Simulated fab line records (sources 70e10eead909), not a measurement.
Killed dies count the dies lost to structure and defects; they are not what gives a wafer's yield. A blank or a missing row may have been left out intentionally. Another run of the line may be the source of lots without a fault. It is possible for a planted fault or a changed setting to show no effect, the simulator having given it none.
A struck lot beside a sound one / flow nand-harc / 15 out of 1159 route steps
Sound: the wafers L905.1, L905.5, L905.6. Struck: wafer L921.5 (L921.2, L921.6, from the same lot, were not struck and are left out); the cause is given at the end.
At each step with rows: each side's tool, then ch and its chambers, then its first start. Under that, the readings that differ: sound wafers / struck wafers / difference of the means / sigmas: that difference in standard deviations of wafers without a fault.
alike: readings whose means differ by less than 2 such deviations, and words and numbers that are the same on both sides. not compared: withheld readings, readings that some wafer has no value for, bounds like >300 that may hide the same value, and numbers for which the record gives no deviation and whose values overlap.
A row with sigmas, a row that says differs or no value, or rows on one side alone: a step with any of these is where the two part. Non-overlapping numbers with no deviation appear without sigmas and do not part them. Lack of a reading on every wafer of one side parts them only where that side has two or more wafers.

NHARC_A_CONTACT_ETCH_137: etches the open film in C4F8/O2/Ar, time 132 s, target depth 1287 nm.
  sound on har-cap-etch-02 ch 0,1, day 16 16:46; struck on har-cap-etch-02 ch 1, day 21 21:58
  not compared: rf-hours-counter-h
NHARC_A_CONTACT_ETCH_138: etches the open film in C4F8/O2/Ar, time 132 s, target depth 1289 nm.
  sound on har-cap-etch-02 ch 0,1, day 16 16:53; struck on har-cap-etch-02 ch 1, day 21 22:05
  not compared: rf-hours-counter-h
NHARC_A_CONTACT_ETCH_139: etches the open film in C4F8/O2/Ar, time 137 s, target depth 590 nm.
  sound on har-cap-etch-02 ch 0,1, day 16 17:02; struck on har-cap-etch-02 ch 1, day 21 22:13
  not compared: rf-hours-counter-h
NHARC_A_CONTACT_ETCH_92: etches the open film in CH3F/O2, target depth 40 nm, time 85.7 s.
  sound on rie-diel-07 ch 1,2,3, day 16 17:25; struck on rie-diel-05 ch 2, day 21 22:38
  alike: drypump-motor-current-A, o2-flow-sccm, oes-product-au, rf-vpp-V, showerhead-plenum-p-Torr, throttle-valve-pct
  not compared: rf-hours-counter-h
then, 1 step without rows for these wafers: NHARC_A_CONTACT_ETCH_98 (etches the open film in C4F6/O2, target depth 20 nm, time 10 s).
NHARC_A_CONTACT_CD_MEAS_15:
  struck on cd-sem-03, day 21 22:55; sound on cd-sem-01, day 16 17:37
  alike: cd-nm
then, 6 steps without rows for these wafers: NHARC_A_CONTACT_STRIP_107 (strips in N2/H2); NHARC_A_CONTACT_STRIP_108 (strips in CF4/CHF3); NHARC_A_CONTACT_STRIP_109 (strips in O2/COS); NHARC_A_CONTACT_ETCH_110 (etches the open film in CF4/O2, target depth 50 nm, overetch 5 nm, time 27.5 s); NHARC_A_CONTACT_STRIP_26 (strips in O2); NHARC_A_CONTACT_STRIP_27 (strips in post etch residue remover, time 600 s).
NHARC_A_CONTACT_ALD_18: deposits TiN, target thk 3 nm, pulse time 1 s, ald cycles 150.
  sound on ald-metal-02 ch 1,2,3, day 16 18:36; struck on ald-metal-02 ch 0, day 22 00:10
reading=ald-cycles; sound=150 150 150; struck=70; difference=-80; sigmas=
  alike: heater-power-w, precursor-pulse-height-rel
NHARC_A_CONTACT_CVD_19: deposits W, target thk 300 nm, time 802 s.
  sound: cvd-w-01 ch 0,1; struck: cvd-w-01 ch 1
  alike: heater-power-w, throttle-valve-pct
-- the record jumps here: 3 days lie between the struck wafers' starts before and after (it left off in module A_CONTACT and takes up again in module END, whose first step shown is number 1159 of the route) --
NHARC_END_SORT_01:
  here the record holds rows for the struck wafers (prober-01 ch 0, day 24 21:19) but none for the sound ones

## WHERE THEY PART
Only at NHARC_END_SORT_01, within this record.

WHY: what had been put in by the simulator
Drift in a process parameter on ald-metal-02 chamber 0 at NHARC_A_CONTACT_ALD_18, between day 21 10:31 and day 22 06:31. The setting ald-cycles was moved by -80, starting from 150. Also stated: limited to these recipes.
